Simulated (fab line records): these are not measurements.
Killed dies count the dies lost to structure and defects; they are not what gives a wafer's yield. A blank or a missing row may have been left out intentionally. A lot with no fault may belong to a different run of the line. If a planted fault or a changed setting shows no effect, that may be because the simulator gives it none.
fab line records -- flow n5Finfet
[record] lots = 5, wafers = 15, lastDay = 17
route steps=1938 shown FIN_SAQP@114 FIN_CUT@154 BEOL_M4@1111 PASSIVATION@1936
lots with no fault: from the same line, run without faults
startH: hours from the record's first day to the start of the lot's first wafer shown -- waitH: hours since the lot's step before -- " same as the row above -- L1.1+2: a row that stands for several wafers -- - no value, or no start was given -- * or withheld: withheld -- < > ~ a bound
route shown NAME@n: a module of which the file shows steps, and the number in the route of the first -- usual: average and standard deviation across the fault-free wafers -- same: alike in all rows -- chamber/n: place in a boat -- sites: each site's reading -- _std_site: their standard deviation -- _edge_site: mean of outer sites minus mean of inner sites -- radiusMm: for every site, how far away it sits from the centre of the wafer -- mask NAME#n: copy n -- behind: the tool/chamber that last shaped the wafer -- hold: why the lot was held/for how many hours/how that ended -- device: the n, p or np transistor that did not switch -- end of line: at the end of the route, the tests of the same wafers -- where a step has no rows: the recipe by itself -- killed: not the wafer's yield, but the dies lost to structure and defects at the first sort -- map: a wafer's dies, x killed, . not, _ none there
set.NAME: the setting the step ran with; set.NAME@STEP: the setting that earlier step ran with -- model.NAME: the simulator's own value behind a step, which no gauge read
lots at selected steps of the route; one table per step, one row per wafer
services: when a tool's chamber went out of use (startH, in hours from the record's first day, below 0 if earlier), for how many hours, and the reason
[[steps]]
[step N5_FIN_SAQP_DESCUM_21]
[recipe] chemistry = O2, timeS = 7.9, sourcePowerW = 50, biasPowerW = 20, pressureMtorr = 20, rfFrequencyHz = 2.712e+07, tempC = 40, resist = CAR-ArF, o2FlowSccm = 225
[step N5_FIN_SAQP_ETCH_51]
[recipe] chemistry = CF4, target = SiARC, targetDepthA = 455, maskMaterial = CAR-ArF, timeS = 75.8, ionEnergyEv = 80, pressureMtorr = 40, sourceW = 545, biasW = 36, Ar_flow_sccm = 100, cf4FlowSccm = 100, ends = cleared
[step N5_FIN_SAQP_ETCH_52]
[recipe] chemistry = N2/H2, target = SOC, targetDepthA = 1000, overetchA = 200, maskMaterial = SiARC, tempC = 40, timeS = 150, ionEnergyEv = 200, pressureMtorr = 30, sourceW = 840, biasW = 150, n2FlowSccm = 200, h2FlowSccm = 200, ends = endPoint
[step N5_FIN_SAQP_STRIP_53]
[recipe] chemistry = N2/H2, tempC = 40, n2FlowSccm = 200, h2FlowSccm = 200, rfFrequencyHz = 6e+07
[step N5_FIN_SAQP_HM_OPEN_73]
[recipe] chemistry = CHF3/O2, target = SiO2, stopOn = a-Si, targetDepthA = 120, overEtchFrac = 1.8, maskMaterial = SOC, timeS = 16.8, pressureMtorr = 30, sourceW = 650, biasW = 170, Ar_flow_sccm = 200, CHF3_flow_sccm = 50, O2_flow_sccm = 5, ionEnergyEv = 200, ends = endPoint
[step N5_FIN_SAQP_STRIP_74]
[recipe] chemistry = CHF3/O2, resist = SiARC, rfFrequencyHz = 6e+07
[step N5_FIN_SAQP_MANDREL_ETCH_22]
[recipe] targetDepthA = 600, chemistry = HBr/Cl2, target = a-Si, stopOn = SiNx, btTimeS = 10, overEtchFrac = 0.5, timeS = 30, pressureMtorr = 10, icpW = 800, biasW = 75, HBr_flow_sccm = 150, Cl2_flow_sccm = 80, ends = endPoint
[step N5_FIN_SAQP_STRIP_55]
[recipe] chemistry = N2/H2, powerW = 500, tempC = 40, pressureMtorr = 50, rfFrequencyHz = 6e+07, overashFraction = 0.3, biasPowerW = 28, h2Frac = 0.5, n2FlowSccm = 300, h2FlowSccm = 300
[step N5_FIN_SAQP_STRIP_23]
[recipe] chemistry = SPM, timeS = 750, tempC = 130, h2so4H2o2VolRatio = 4
[step N5_FIN_SAQP_SRD_66]
[recipe] dry = ipaMarangoni, timeS = 30, tempC = 23, rinseLiquid = diw
[step N5_FIN_SAQP_RECESS_75]
[recipe] chemistry = HF/NH3, target = SiO2, targetDepthA = 144, afsCycles = 3, tempC = 30, sublimationTempC = 180, sublimationTimeS = 60
[step N5_FIN_SAQP_SPACER1_ALD_24]
[recipe] material = SiO2, targetThkA = 203, tempC = 300, aldPrecursorFamily = BDEAS, aldCoReactant = O2-plasma, pulseTimeS = 1, purgeTimeS = 2, coReactantPurgeTimeS = 2, aldCycles = 218, pressureTorr = 2
[usual] aldCycles = 218/0, heaterPowerW = 458/28, precursorPulseHeightRel = 0.999/0.02
lot.wafer,tool,chamber,startH,waitH,aldCycles,heaterPowerW,precursorPulseHeightRel,model.SiO2_of_FIN_SAQP_SPACER1_ALD_24.thkNm
L866.3,aldSin-01,2,59.60,0.2,218,463,1.006,20.2
L866.4,aldSin-01,3,59.60,0.2,218,454,0.988,20.2
L866.5,aldSin-01,1,59.60,0.2,185,479,1.002,17.2
L868.1,aldSin-01,1,71.96,0.4,185,482,0.988,17
L868.3,aldSin-01,3,71.96,0.4,218,443,1.026,20.2
L868.5,aldSin-01,1,71.96,0.4,185,478,1.002,17.2
L869.1,aldSin-01,0,77.18,0.3,185,463,1.013,17.2
L869.3,aldSin-01,2,77.18,0.3,218,466,1.005,20.2
L869.6,aldSin-01,3,77.18,0.3,218,457,0.969,20.2
L872.3,aldSin-04,3,103.45,3.4,218,464,1.024,20.2
L872.4,aldSin-04,0,103.45,3.4,218,500,1.010,20.4
L872.6,aldSin-04,0,103.45,3.4,218,503,1.005,20.4
L881.2,aldSin-01,3,150.38,0.3,218,479,1.006,20.2
L881.3,aldSin-01,0,150.38,0.3,218,435,0.981,20.4
L881.4,aldSin-01,3,150.38,0.3,218,480,0.985,20.2
[step N5_FIN_SAQP_SPACER1_ETCHBACK_25]
[recipe] chemistry = CHF3/O2, mode = anisotropicEtchback, target = SiO2, targetDepthA = 244, timeS = 12.2, pressureMtorr = 30, sourceW = 650, biasW = 170, Ar_flow_sccm = 200, CHF3_flow_sccm = 50, O2_flow_sccm = 5, ionEnergyEv = 200
[step N5_FIN_SAQP_MANDREL1_REMOVE_56]
[recipe] chemistry = HBr/Cl2/O2, btTimeS = 10, target = a-Si, stopOn = SiNx, endpoint = OES-SiCl, overEtchFrac = 1, icpW = 600, biasW = 22, HBr_flow_sccm = 150, Cl2_flow_sccm = 80, O2_flow_sccm = 5, pressureMtorr = 10
[usual] HBr_flow_sccm = 150.0/0.38, drypumpMotorCurrentA = 5.8/0.41, oesProductAu = 1.003/0.02, throttleValvePct = 36.5/0.31
lot.wafer,tool,chamber,startH,waitH,HBr_flow_sccm,drypumpMotorCurrentA,oesProductAu,rfHoursCounterH,throttleValvePct,model.FIN_SAQP.cdNm
L866.3,rieSi-02,2,60.41,0.1,149.8,6.0,0.993,54,36.9,20.4
L866.4,rieSi-02,3,60.41,0.1,149.7,5.4,1.019,44,36.1,20.2
L866.5,rieSi-02,1,60.41,0.1,150.4,6.0,0.983,-,36.7,17.2
L868.1,rieSi-05,2,72.76,0.1,150.0,6.1,0.992,81,36.8,17
L868.3,rieSi-05,1,72.76,0.1,150.3,5.6,1.047,43,36.4,20.2
L868.5,rieSi-05,0,72.76,0.1,149.8,5.5,1.004,-,36.5,17
L869.1,rieSi-02,2,78.03,0.1,149.9,5.9,0.988,55,36.9,17.4
L869.3,rieSi-02,1,78.03,0.1,150.1,5.9,0.982,22,36.7,20.4
L869.6,rieSi-02,0,78.03,0.1,149.6,5.9,1.015,-,36.2,20.2
L872.3,rieSi-02,3,104.26,0.1,149.7,5.4,1.020,45,36.1,20.2
L872.4,rieSi-02,1,104.26,0.1,150.0,6.0,0.986,22,36.7,20.2
L872.6,rieSi-02,3,104.26,0.1,149.9,5.4,1.017,-,36.1,20.4
L881.2,rieSi-05,3,151.29,0.1,149.9,5.0,1.005,75,36.5,20.2
L881.3,rieSi-05,0,151.29,0.1,149.7,5.5,1.022,170,36.5,20.2
L881.4,rieSi-05,1,151.29,0.1,150.2,5.6,1.046,45,36.4,20.4
[step N5_FIN_SAQP_CD_MEAS_27]
[recipe] targetCdNm = 20, landingEnergyEv = 1000, detector = seInlens, polarity = line
[usual] cdNm = 20.35/0.24
lot.wafer,tool,chamber,startH,waitH,cdNm
L866.3,cdSem-01,0,60.52,0.1,20.75
L866.4,cdSem-01,0,60.52,0.1,20.16
L866.5,cdSem-01,0,60.52,0.1,17.08
L868.1,cdSem-02,0,72.87,0.1,17.00
L868.3,cdSem-02,0,72.87,0.1,20.44
L868.5,cdSem-02,0,72.87,0.1,16.90
L869.1,cdSem-01,0,78.14,0.1,17.59
L869.3,cdSem-01,0,78.14,0.1,20.14
L869.6,cdSem-01,0,78.14,0.1,20.07
L872.3,cdSem-02,0,104.37,0.1,20.61
L872.4,cdSem-02,0,104.37,0.1,20.17
L872.6,cdSem-02,0,104.37,0.1,20.43
L881.2,cdSem-01,0,151.40,0.1,20.29
L881.3,cdSem-01,0,151.40,0.1,20.19
L881.4,cdSem-01,0,151.40,0.1,20.30
[step N5_FIN_SAQP_ETCH_57]
[recipe] chemistry = CH3F/O2, target = SiNx, maskMaterial = SiO2, targetDepthA = 325, timeS = 46.4, pressureMtorr = 30, sourceW = 395, biasW = 73, Ar_flow_sccm = 150, CH3F_flow_sccm = 30, O2_flow_sccm = 20, ionEnergyEv = 120, ends = cleared
[step N5_FIN_SAQP_ETCH_65]
[recipe] chemistry = CF4, target = SiO2, targetDepthA = 40, ionEnergyEv = 350, timeS = 4.4, pressureMtorr = 10, icpW = 800, biasW = 400, cf4FlowSccm = 80
[step N5_FIN_SAQP_MANDREL_ETCH_58]
[recipe] chemistry = HBr/Cl2, target = a-Si, targetDepthA = 450, btTimeS = 10, stopOn = SiNx, maskMaterial = SiO2, overEtchFrac = 0.8, timeS = 27, pressureMtorr = 10, icpW = 800, biasW = 75, HBr_flow_sccm = 150, Cl2_flow_sccm = 80, ends = endPoint
[step N5_FIN_SAQP_RECESS_63]
[recipe] chemistry = HF/NH3, target = SiO2, targetDepthA = 180, afsCycles = 3, tempC = 30, sublimationTempC = 180, sublimationTimeS = 60
[step N5_FIN_SAQP_COAT_68]
[recipe] resist = SOC, tempC = 250, timeS = 60, spinRpm = 1500, resistThkNm = 100
[step N5_FIN_SAQP_ETCH_69]
[recipe] chemistry = N2/H2, target = SOC, targetDepthA = 1500, stopOn = SiNx, ionEnergyEv = 100, biasW = 61, pressureMtorr = 30, sourceW = 850, n2FlowSccm = 200, h2FlowSccm = 200
[step N5_FIN_SAQP_ETCH_67]
[recipe] chemistry = CH3F/O2, target = SiNx, targetDepthA = 300, maskMaterial = SOC, pressureMtorr = 30, sourceW = 395, biasW = 73, Ar_flow_sccm = 150, CH3F_flow_sccm = 30, O2_flow_sccm = 20, ionEnergyEv = 120
[step N5_FIN_SAQP_STRIP_70]
[recipe] chemistry = N2/H2, powerW = 500, tempC = 40, pressureMtorr = 50, rfFrequencyHz = 6e+07, overashFraction = 0.3, biasPowerW = 28, h2Frac = 0.5, n2FlowSccm = 300, h2FlowSccm = 300
[step N5_FIN_SAQP_RECESS_71]
[recipe] chemistry = HF/NH3, target = SiO2, targetDepthA = 30, afsCycles = 1, tempC = 30, sublimationTempC = 180, sublimationTimeS = 60
[step N5_FIN_SAQP_SPACER2_ALD_28]
[recipe] material = SiO2, targetThkA = 81, tempC = 300, aldPrecursorFamily = BDEAS, aldCoReactant = O2-plasma, pulseTimeS = 1, purgeTimeS = 2, coReactantPurgeTimeS = 2, pressureTorr = 2
[step N5_FIN_SAQP_SPACER2_ETCHBACK_29]
[recipe] chemistry = CHF3/O2, mode = anisotropicEtchback, target = SiO2, targetDepthA = 122, timeS = 6.1, pressureMtorr = 30, sourceW = 650, biasW = 170, Ar_flow_sccm = 200, CHF3_flow_sccm = 50, O2_flow_sccm = 5, ionEnergyEv = 200
[step N5_FIN_SAQP_MANDREL2_REMOVE_60]
[recipe] chemistry = HBr/Cl2/O2, btTimeS = 10, target = a-Si, stopOn = SiNx, endpoint = OES-SiCl, overEtchFrac = 1, icpW = 600, biasW = 22, HBr_flow_sccm = 150, Cl2_flow_sccm = 80, O2_flow_sccm = 5, pressureMtorr = 10
[step N5_FIN_SAQP_HM_OPEN_33]
[recipe] chemistry = CH3F/O2, target = SiNx, maskMaterial = SiO2, targetDepthA = 494, timeS = 70.6, pressureMtorr = 30, sourceW = 395, biasW = 73, Ar_flow_sccm = 150, CH3F_flow_sccm = 30, O2_flow_sccm = 20, ionEnergyEv = 120, ends = cleared
[step N5_FIN_SAQP_ETCH_34]
[recipe] chemistry = C4F6/O2, target = SiO2, targetDepthA = 450, timeS = 15, ionEnergyEv = 250, pressureMtorr = 30, sourceW = 345, biasW = 185, Ar_flow_sccm = 300, C4F6_flow_sccm = 10, O2_flow_sccm = 10, ends = cleared
[step N5_FIN_SAQP_STRIP_77]
[recipe] chemistry = N2/H2, timeS = 90, powerW = 100, tempC = 40, pressureMtorr = 100, rfFrequencyHz = 6e+07, biasPowerW = 3, n2FlowSccm = 300, h2FlowSccm = 300
[step N5_FIN_SAQP_ETCH_64]
[recipe] chemistry = CF4, target = SiO2, targetDepthA = 15, ionEnergyEv = 350, pressureMtorr = 10, icpW = 800, biasW = 400, cf4FlowSccm = 80
[step N5_FIN_SAQP_FIN_ETCH_36]
[recipe] chemistry = HBr/Cl2/O2, targetDepthA = 1200, maskMaterial = SiNx, timeS = 50.4, biasW = 102, pressureMtorr = 10, icpW = 800, HBr_flow_sccm = 150, Cl2_flow_sccm = 80, O2_flow_sccm = 12
[step N5_FIN_SAQP_PRECLEAN_38]
[recipe] chemistry = O3/DIW, timeS = 45, tempC = 22, o3Ppm = 10
[step N5_FIN_SAQP_PRECLEAN_45]
[recipe] chemistry = dHF, timeS = 10, dilution = 500:1, tempC = 25
[step N5_FIN_SAQP_SRD_39]
[recipe] dry = ipaMarangoni, timeS = 30, tempC = 23, rinseLiquid = diw
[step N5_FIN_CUT_COAT_18]
[recipe] resist = SOC, tempC = 250, timeS = 60, spinRpm = 1500, resistThkNm = 230
[step N5_BEOL_M4_RC_MEAS_101]
[usual] DIBL_N = 35.4/2.1, DIBL_P = 34.8/2.6, IOFF_N = 0.15/0.037, IOFF_P = 0.19/0.037, ION_N = 677/16, ION_P = 462/9.3, SS_N = 71.4/0.75, SS_P = 72.9/0.77, VT_N = 250/3.7, VT_P = -251/3.5
lot.wafer,tool,chamber,startH,waitH,DIBL_N[mV/V],DIBL_P[mV/V],IOFF_N[nA/um],IOFF_P[nA/um],ION_N[uA/um],ION_P[uA/um],SS_N[mV/dec],SS_P[mV/dec],VT_N[mV],VT_P[mV]
L866.3,prober-01,0,203.27,0.8,36.7,35.9,0.16,0.18,679,456,71.4,73.5,249,-254
L866.4,prober-01,0,203.27,0.8,36.7,36.0,0.17,0.19,693,467,72.0,72.7,248,-254
L866.5,prober-01,0,203.27,0.8,33.3,31.7,0.11,0.13,660,448,70.5,72.2,255,-258
L868.1,prober-01,0,225.90,0.0,34.1,34.0,0.14,0.21,674,470,71.2,72.5,248,-249
L868.3,prober-01,0,225.90,0.0,33.8,33.4,0.12,0.20,660,461,70.9,73.0,255,-249
L868.5,prober-01,0,225.90,0.0,32.5,31.7,0.11,0.18,666,469,70.3,72.1,252,-249
L869.1,prober-01,0,230.41,0.0,36.5,38.0,0.17,0.20,672,455,71.6,73.8,247,-252
L869.3,prober-01,0,230.41,0.0,30.1,29.5,0.08,0.12,652,453,69.9,71.4,255,-258
L869.6,prober-01,0,230.41,0.0,33.4,34.1,0.12,0.16,664,454,71.1,72.7,252,-254
L872.3,prober-02,0,258.64,0.3,32.9,32.4,0.14,0.18,687,467,70.5,72.3,247,-249
L872.4,prober-02,0,258.64,0.3,33.6,32.4,0.14,0.18,691,469,71.7,72.3,247,-252
L872.6,prober-02,0,258.64,0.3,37.6,36.2,0.22,0.23,688,464,72.7,73.0,245,-248
L881.2,prober-01,0,303.96,0.4,34.6,33.3,0.14,0.18,689,466,70.8,73.1,249,-250
L881.3,prober-01,0,303.96,0.4,34.0,33.2,0.13,0.18,675,467,71.4,72.7,251,-249
L881.4,prober-01,0,303.96,0.4,36.0,35.2,0.17,0.20,711,477,71.4,73.9,246,-252
[step N5_PASSIVATION_PROBE_49]
[usual] defectLimitedYield = 90.5/1.7, killed_at_M0_to_M3 = 37/12, killed_at_M4_up = 14/5.2, killedAtContacts = 12/5.9, killedAtFrontEnd = 45/14, killedAtOther = 3.5/2.8, killedDies = 112/21, killedOnRim = 15/4.5, killedOpen = 73/15, killedShort = 36/8.9, sort_bin_5_function = 5.6/1.2, sort_bin_6_memory = 3.5/0.68, sortNPass = 1068/21, sortYieldPct = 90.5/1.8
[same] grossDies = 1180, killedAtBackSide = 0, sort_bin_4_leakage[%] = 0, sort_bin_8_speed[%] = 0
lot.wafer,tool,chamber,startH,waitH,defectLimitedYield[%],killed_at_M0_to_M3,killed_at_M4_up,killedAtContacts,killedAtFrontEnd,killedAtOther,killedDies,killedOnRim,killedOpen,killedShort,sort_bin_5_function[%],sort_bin_6_memory[%],sortNPass,sortYieldPct[%]
L866.5,prober-02,-,324.47,0.2,77.7,60,15,22,164,2,263,92,93,33,17.6,4.3,917,77.7
L868.1,prober-02,-,332.72,0.0,80.9,24,11,3,184,3,225,94,45,27,16.6,2.1,955,80.9
L868.3,prober-02,-,332.82,0.1,91.7,33,23,6,29,7,98,11,64,34,4.3,3.6,1082,91.7
L868.5,prober-02,-,332.92,0.2,79.6,45,20,7,165,4,241,82,53,42,16.6,3.1,939,79.6
L869.1,prober-01,-,342.61,0.0,79.2,26,15,9,194,2,246,97,63,42,16.5,3.6,934,79.2
L872.3,prober-02,-,371.85,0.1,91.4,36,19,13,27,7,102,11,64,28,4.6,3.1,1078,91.4
L872.4,prober-02,-,371.90,0.2,91.9,28,13,11,41,3,96,12,53,32,4.2,3.1,1084,91.9
L872.6,prober-02,-,372.00,0.3,92.0,31,15,22,24,2,94,7,60,29,5.0,3.0,1086,92.0
// killed by level:class
L866.5 FIN_SAQP:areaAld=135 BEOL_M0_SAQP:geometricParticle:open=22 MOL_CONTACT_COAG:geometricParticle:open=21 BEOL_M0_SAQP:geometricParticle:short=13 DUMMY_GATE:geometricParticle:open=9 BEOL_M3:geometricParticle:open=8 BEOL_M2:geometricParticle:open=7 BEOL_M4:geometricParticle:open=7
L868.1 FIN_SAQP:areaAld=151 FIN_SAQP:geometricParticle:short=8 FIN_SAQP:geometricParticle:open=7 BEOL_M0_SAQP:geometricParticle:short=6 BEOL_M2:geometricParticle:open=6 DUMMY_GATE:geometricParticle:open=3 GATE_CUT:geometricParticle:open=3 MOL_CONTACT_COAG:geometricParticle:open=3
L868.3 FIN_SAQP:geometricParticle:short=10 BEOL_M4:geometricParticle:open=10 BEOL_M1:geometricParticle:open=9 FIN_SAQP:geometricParticle:open=8 BEOL_M3:geometricParticle:open=8 BEOL_M2:geometricParticle:open=7 MOL_CONTACT_COAG:geometricParticle:open=5 BEOL_M1:geometricParticle:short=5
L868.5 FIN_SAQP:areaAld=141 BEOL_M0_SAQP:geometricParticle:open=11 BEOL_M0_SAQP:geometricParticle:short=10 BEOL_M2:geometricParticle:open=10 BEOL_M4:geometricParticle:short=6 FIN_SAQP:geometricParticle:short=4 MOL_CONTACT_COAG:geometricParticle:short=4 DUMMY_GATE:geometricParticle:open=4
L869.1 FIN_SAQP:areaAld=141 FIN_SAQP:geometricParticle:open=19 FIN_SAQP:geometricParticle:short=14 MOL_CONTACT_COAG:geometricParticle:open=6 BEOL_M1:geometricParticle:open=5 SPACER0:geometricParticle:short=4 BEOL_M0_SAQP:geometricParticle:short=4 BEOL_M7:geometricParticle:open=4
L872.3 BEOL_M3:geometricParticle:open=12 MOL_CONTACT_COAG:geometricParticle:open=11 HKMG_FIN:areaEtch=7 BEOL_M5:geometricParticle:open=6 BEOL_M3:geometricParticle:short=5 STI_FIN_REVEAL:geometricParticle:open=4 BEOL_M2:geometricParticle:open=4 BEOL_M4:geometricParticle:open=4
L872.4 BEOL_M1:geometricParticle:open=11 FIN_SAQP:geometricParticle:short=10 HKMG_FIN:areaEtch=9 MOL_CONTACT_COAG:geometricParticle:open=8 FIN_SAQP:geometricParticle:open=7 GATE_CUT:geometricParticle:short=7 BEOL_M2:geometricParticle:open=6 BEOL_M4:geometricParticle:open=5
L872.6 MOL_CONTACT_COAG:geometricParticle:open=15 BEOL_M1:geometricParticle:open=6 BEOL_M4:geometricParticle:open=6 FIN_SAQP:geometricParticle:open=5 BEOL_M0_SAQP:geometricParticle:short=5 BEOL_M3:geometricParticle:open=5 STARTING-WAFER:geometricParticle:short=4 GATE_CUT:geometricParticle:open=3
// map L866.5 (x killed, . not)
_________________xxx......xxx________________
______________xx......xx....x..x_____________
___________x...x..xx.......xx...xxx__________
__________.x..xxxx.x.x.x......x...xx_________
________x.x..x......xx....x........x.x_______
_______.x..x...............x.....xx.xxx______
______xx..x.xx.............x...x...x..x._____
_____xx.......xx.............x.....x.xx.x____
____.....x......x...................xx...x___
___xxx.....x.......x...x..x..xx...x......x.__
___.xxx..x.x....x..x................x..x..x__
__.xx...x...x.x.....x..x.........x........xx_
__x..............x...x.......x.......x...x.x_
_xx.......x..........x....................xx.
_xx...............................x.....x..xx
_x..x...........x.......x...x.xx....x......xx
_x.x...x.x.....x.x....x..............x.xx.xx.
_x.........x........x..................x..x.x
_...........................x........x....x.x
_xx.x.x............................x........x
_xx..xx..........x....................x.....x
__...........x......x.....x.x..........x...x_
__x.x.x.......xx.........x...........x....xx_
___x..x......x....x..x..........x.x....xxx.__
___.x....x...x..............x.....x.x.....x__
____x.........x.......................x...___
_____xx...........x...................x..____
______.................x.......x...x.xxx_____
_______xxxx.x...x.......x...x.x....xxxx______
________xx...x...................x...x_______
__________.xx.xx.......x....xx.....x_________
___________xxx..x.........xxx.x.xxx__________
______________x....xxx...xxxxxx._____________
_________________..xxx.x...x.________________
// map L868.5 (x killed, . not)
_________________..xx.....x.x________________
______________xx.x...x.x..x....x_____________
___________..x...xx.x.x.......x.xxx__________
__________xxx.xx.xx................x_________
________........x.x.............x.x..x_______
_______xxx...x..........x.x......x..x.x______
______....x...x....................x.xxx_____
_____xxx....x..............x..x....x....x____
____xxx...x.......................x..x.x..___
___x...xx..................x............x..__
___xxx.x...xx...x.........................x__
__.x.x.....x..x.x.........x...x...........x._
__x..x...................xx..............x.x_
_..xx..x......x...........x...x...........x.x
_x.........x...x..........x..x...........xx..
_.x.x..........x.......x............x.x...xxx
_xxxx..x......................x.........x..xx
_x...x....................................x..
_x.......x....x.....x....x..........x.....xx.
_x...............x........x..............x.xx
_x..xx........................x..x...x....xx.
__..x...................x..x...............x_
__x.xx....................x.......x..x...xxx_
___xx.x.x............x.......x.............__
___...xx.................................xx__
____xx..x..............x..xx...x.x.....x.x___
_____x.x.....x.....x.............x......x____
______x..x.............x............x..._____
_______x..xx....x................xx....______
________x......xx.......x...x..x......_______
__________xxxxx...........x...x...xx_________
___________xxxx.xxx....x..xx......x__________
______________x.xx.x.x..xx..xxxx_____________
_________________xx.x..x.xxx.________________
[[services]]
tool,chamber,startH,hours,kind
aldSin-01,-,47.66,0.5,repair
aldSin-04,1,59.41,3.4,repair
aldSin-01,-,85.30,14.0,pm
aldSin-01,0,85.30,14.0,ventCycle
aldSin-01,1,85.30,14.0,ventCycle
aldSin-01,2,85.30,14.0,ventCycle
aldSin-01,3,85.30,14.0,ventCycle
aldSin-01,0,99.30,-,clean
aldSin-01,1,99.30,-,clean
aldSin-01,2,99.30,-,clean
aldSin-01,3,99.30,-,clean
aldSin-01,1,103.98,88.0,repair
[[key]]
[firstSign] step = N5_FIN_SAQP_SPACER1_ALD_24, reading = aldCycles, direction = down, sigmas = 99+, usual = *, struck = *
[effect] step = N5_FIN_SAQP_CD_MEAS_27, reading = cdNm, direction = down, sigmas = 13, usual = 20.35, struck = 17.14
[effect] step = N5_PASSIVATION_PROBE_49, reading = killedAtFrontEnd, direction = up, sigmas = 9.3, usual = 45, struck = 177
[modelEffect] step = N5_FIN_SAQP_SPACER1_ALD_24, value = SiO2_of_FIN_SAQP_SPACER1_ALD_24.thkNm, without = 20.3, struck = 17.15
[modelEffect] step = N5_FIN_SAQP_MANDREL1_REMOVE_56, value = FIN_SAQP.cdNm, without = 20.2, struck = 17.15
[moreKillsBornAt] N5_FIN_SAQP_SPACER1_ALD_24@aldSin-01 = 568
metAt N5_FIN_SAQP_SPACER1_ALD_24
struckWafers L866.5,L868.1,L868.5,L869.1
[fault] kind = processParameterDrift, tool = aldSin-01, chamber = -, onsetH = 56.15, steps = N5_FIN_SAQP_SPACER1_ALD_24, channel = aldCycles, offset = *, shape = step, endH = 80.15, scope = struckWafersOnly, actsIn = *, stated = *
